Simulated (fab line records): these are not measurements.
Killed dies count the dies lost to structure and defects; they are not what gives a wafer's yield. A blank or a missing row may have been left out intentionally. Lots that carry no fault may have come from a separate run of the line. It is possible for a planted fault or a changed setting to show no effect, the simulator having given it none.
What tool caused it?    flow n5-finfet    10 lots, 27 wafers sampled, at 6 steps of a route of 1938

## WHAT EACH GAUGE READ, for each wafer
N5_PMOS_HMC_CHANNEL_EPI_THK_MEAS_22.
lot   measured     on             HMC_CMP_THK (nm)
L694  day 1 19:49  film-metro-01  52.7 54.2
L695  day 2 01:47  film-metro-01  55.0 54.0 55.2
L696  day 2 07:35  film-metro-01  53.9 52.8
L698  day 2 20:00  film-metro-02  54.0 54.3 52.3
L699  day 3 02:02  film-metro-01  41.0 39.8 40.3
L701  day 3 14:43  film-metro-02  41.7 42.0 42.1
L710  day 5 19:41  film-metro-01  55.5 53.7 55.7
L711  day 6 01:33  film-metro-02  55.6 53.1 53.3
L713  day 6 14:23  film-metro-02  54.7 54.5 54.5
L715  day 7 02:22  film-metro-01  53.4 53.8

N5_BEOL_M4_RC_MEAS_101.
lot   measured      on         DIBL_N (mV/V)   DIBL_P (mV/V)   IOFF_N (nA/um)  IOFF_P (nA/um)  ION_N (uA/um)  ION_P (uA/um)  SS_N (mV/dec)   SS_P (mV/dec)   VT_N (mV)    VT_P (mV)
L694  day 7 13:00   prober-02  36.6 34.4       35.7 33.3       0.16 0.13       0.23 0.19       678 683        469 473        72.4 71.6       73.7 73.3       250 252      -252 -250
L695  day 7 15:59   prober-02  36.3 36.8 38.4  36.0 36.5 37.9  0.14 0.14 0.17  0.21 0.21 0.25  683 665 676    471 462 464    71.0 71.5 71.2  73.8 73.4 74.0  254 253 250  -254 -253 -251
L696  day 7 19:15   prober-02  33.4 35.0       33.4 36.1       0.12 0.15       0.15 0.20       664 661        452 453        70.8 71.6       72.9 73.3       258 249      -254 -251
L698  day 8 17:03   prober-02  36.0 38.8 38.9  35.8 39.2 39.4  0.14 0.20 0.19  0.22 0.28 0.28  661 679 675    460 467 473    72.0 71.9 72.2  73.4 74.3 74.7  255 249 248  -250 -244 -244
L699  day 8 20:27   prober-01  34.0 35.5 32.7  34.1 35.7 32.4  0.12 0.15 0.11  0.20 0.21 0.18  665 666 669    465 461 468    70.5 70.8 70.6  73.1 73.2 72.9  253 251 256  -249 -247 -252
L701  day 9 12:53   prober-01  35.2 34.9 36.1  34.9 34.1 35.5  0.13 0.12 0.14  0.17 0.17 0.18  663 655 669    448 452 454    71.0 70.8 71.9  72.3 72.7 72.6  254 253 255  -255 -255 -254
L710  day 11 05:26  prober-02  37.3 33.8 35.9  38.7 33.8 36.8  0.19 0.12 0.17  0.27 0.20 0.24  687 680 680    475 476 469    71.9 70.7 71.6  73.0 72.2 73.1  245 252 247  -241 -248 -244
L711  day 11 13:49  prober-02  36.2 38.6 35.8  33.6 36.5 33.4  0.13 0.18 0.13  0.19 0.23 0.19  663 679 653    451 464 456    71.1 71.7 71.4  72.5 73.8 73.3  253 252 253  -255 -248 -254
L713  day 12 04:56  prober-01  36.5 36.2 35.5  37.0 36.8 34.7  0.16 0.15 0.13  0.20 0.20 0.17  669 665 661    462 460 452    72.3 71.2 71.5  73.6 73.7 73.0  251 251 256  -249 -251 -253
L715  day 12 17:08  prober-01  36.8 38.1       35.2 37.4       0.15 0.17       0.19 0.21       667 689        454 464        71.3 71.6       73.0 74.0       253 246      -254 -253

## WHAT TOOL EACH LOT RAN ON (gives the tool, then ch and the chambers of the sampled wafers, and finally the start)
lot   N5_ZERO_LAYER_STRIP_24               N5_WELL_APT_EPI_41              N5_PMOS_HMC_CHANNEL_EPI_EPI_20  N5_FIN_SAQP_PECVD_47
L694  plasma-asher-02 ch 1, day 1 13:01    epi-rpcvd-03 ch 0, day 1 16:25  epi-rpcvd-02 ch 0, day 1 18:17  pecvd-02 ch 0,1, day 1 21:01
L695  plasma-asher-01 ch 0,1, day 1 18:56  epi-rpcvd-02 ch 0, day 1 22:19  epi-rpcvd-03 ch 0, day 2 00:33  pecvd-02 ch 0,1, day 2 02:59
L696  plasma-asher-01 ch 1, day 2 00:55    epi-rpcvd-01 ch 0, day 2 04:02  epi-rpcvd-03 ch 0, day 2 06:09  pecvd-04 ch 0,1, day 2 08:46
L698  plasma-asher-02 ch 0, day 2 13:01    epi-rpcvd-02 ch 0, day 2 16:34  epi-rpcvd-04 ch 0, day 2 18:22  pecvd-02 ch 1,2, day 2 21:08
L699  plasma-asher-01 ch 0,1, day 2 19:14  epi-rpcvd-02 ch 0, day 2 22:28  epi-rpcvd-03 ch 0, day 3 00:41  pecvd-01 ch 0,2, day 3 03:20
L701  plasma-asher-02 ch 1, day 3 07:01    epi-rpcvd-02 ch 0, day 3 11:14  epi-rpcvd-03 ch 0, day 3 13:13  pecvd-02 ch 0,1,2, day 3 15:58
L710  plasma-asher-01 ch 0,1, day 5 12:54  epi-rpcvd-01 ch 0, day 5 16:00  epi-rpcvd-02 ch 0, day 5 17:40  pecvd-02 ch 0,1, day 5 20:50
L711  plasma-asher-01 ch 0,1, day 5 18:53  epi-rpcvd-03 ch 0, day 5 21:55  epi-rpcvd-02 ch 0, day 5 23:55  pecvd-01 ch 1,2, day 6 02:53
L713  plasma-asher-01 ch 0,1, day 6 06:55  epi-rpcvd-03 ch 0, day 6 10:31  epi-rpcvd-04 ch 0, day 6 12:44  pecvd-02 ch 0,2, day 6 15:37
L715  plasma-asher-01 ch 0,1, day 6 19:01  epi-rpcvd-03 ch 0, day 6 22:52  epi-rpcvd-02 ch 0, day 7 00:56  pecvd-04 ch 1,2, day 7 03:37
- N5_ZERO_LAYER_STRIP_24: strips in O2.
- N5_WELL_APT_EPI_41: deposits Si from SiH4/H2, target thk 50 nm, time 297.7 s.
- N5_PMOS_HMC_CHANNEL_EPI_EPI_20: deposits SiGe30, target thk 59 nm.
- N5_FIN_SAQP_PECVD_47: deposits a-Si from SiH4/He, target thk 45 nm, time 36.3 s.

## AS READ BY THE TOOLS THEMSELVES (means over the sampled wafers that have a number; for cases with no such wafer, the mark the record gives instead)
N5_ZERO_LAYER_STRIP_24.
lot   tool             drypump-motor-current-A (A)  heater-power-w (W)  o2-flow-sccm (sccm)  oes-product-au (a.u.)  strip-time-to-endpoint-s (s)
L694  plasma-asher-02  5.4                          321                 6775                 0.651                  43.89
L695  plasma-asher-01  6.5                          358                 6763                 0.644                  43.96
L696  plasma-asher-01  6.6                          348                 6758                 0.649                  44.00
L698  plasma-asher-02  6.3                          334                 6736                 0.642                  43.91
L699  plasma-asher-01  6.5                          358                 6754                 0.641                  43.90
L701  plasma-asher-02  5.4                          325                 6731                 0.649                  43.83
L710  plasma-asher-01  6.4                          377                 6767                 0.648                  43.91
L711  plasma-asher-01  6.4                          379                 6763                 0.649                  44.00
L713  plasma-asher-01  6.5                          357                 6748                 0.651                  43.84
L715  plasma-asher-01  6.4                          365                 6766                 0.643                  43.77

N5_WELL_APT_EPI_41.
lot   tool          throttle-valve-pct (%)
L694  epi-rpcvd-03  11.16
L695  epi-rpcvd-02  11.25
L696  epi-rpcvd-01  10.95
L698  epi-rpcvd-02  11.21
L699  epi-rpcvd-02  11.21
L701  epi-rpcvd-02  11.13
L710  epi-rpcvd-01  11.02
L711  epi-rpcvd-03  11.13
L713  epi-rpcvd-03  10.98
L715  epi-rpcvd-03  11.11

N5_FIN_SAQP_PECVD_47.
lot   tool      heater-power-w (W)  showerhead-plenum-p-Torr (Torr)  throttle-valve-pct (%)
L694  pecvd-02  917                 5.65                             18.1
L695  pecvd-02  872                 5.63                             18.2
L696  pecvd-04  873                 5.63                             19.5
L698  pecvd-02  874                 5.70                             18.8
L699  pecvd-01  839                 5.67                             17.3
L701  pecvd-02  877                 5.66                             18.5
L710  pecvd-02  881                 5.64                             18.4
L711  pecvd-01  768                 5.67                             17.7
L713  pecvd-02  868                 5.62                             18.4
L715  pecvd-04  905                 5.65                             18.9

## THE ANSWER, worked out from the rows above alone
Rule: the lots themselves supply what counts as usual. The widest of any qualifying gaps counts: lots, ordered by their means at a reading, are off when they make up no more than a third of the lots, leave a main group of 4 or more, and stand apart from it by 3 or more times the standard deviation of that group's means. If all means in a main group match to the digits the tables above print for the reading, that group is not used. A lot without any number at a reading at which 4 lots or more have one is off too. Any other lot the step has rows for is counted as sound. Order of review: gauges by route order, followed by the tools' own readings, for which a lot's mean as printed above is used. At the first step where some lot is off, the reading lying furthest off is the one used; lots without a number count as furthest.
Off: at N5_PMOS_HMC_CHANNEL_EPI_THK_MEAS_22 (HMC_CMP_THK), L699, L701. For the main group the mean is 54.0 nm and the standard deviation 0.6.
If a tool, at a process step before that reading, ran all the lots that are off and no sound lot after the first of them, it fits. The gauges at N5_PMOS_HMC_CHANNEL_EPI_THK_MEAS_22 are tried like those tools. This does not decide it: 2 tools fit, namely epi-rpcvd-02 at N5_WELL_APT_EPI_41 and epi-rpcvd-03 at N5_PMOS_HMC_CHANNEL_EPI_EPI_20.

## WHAT HAD BEEN PUT IN BY THE SIMULATOR
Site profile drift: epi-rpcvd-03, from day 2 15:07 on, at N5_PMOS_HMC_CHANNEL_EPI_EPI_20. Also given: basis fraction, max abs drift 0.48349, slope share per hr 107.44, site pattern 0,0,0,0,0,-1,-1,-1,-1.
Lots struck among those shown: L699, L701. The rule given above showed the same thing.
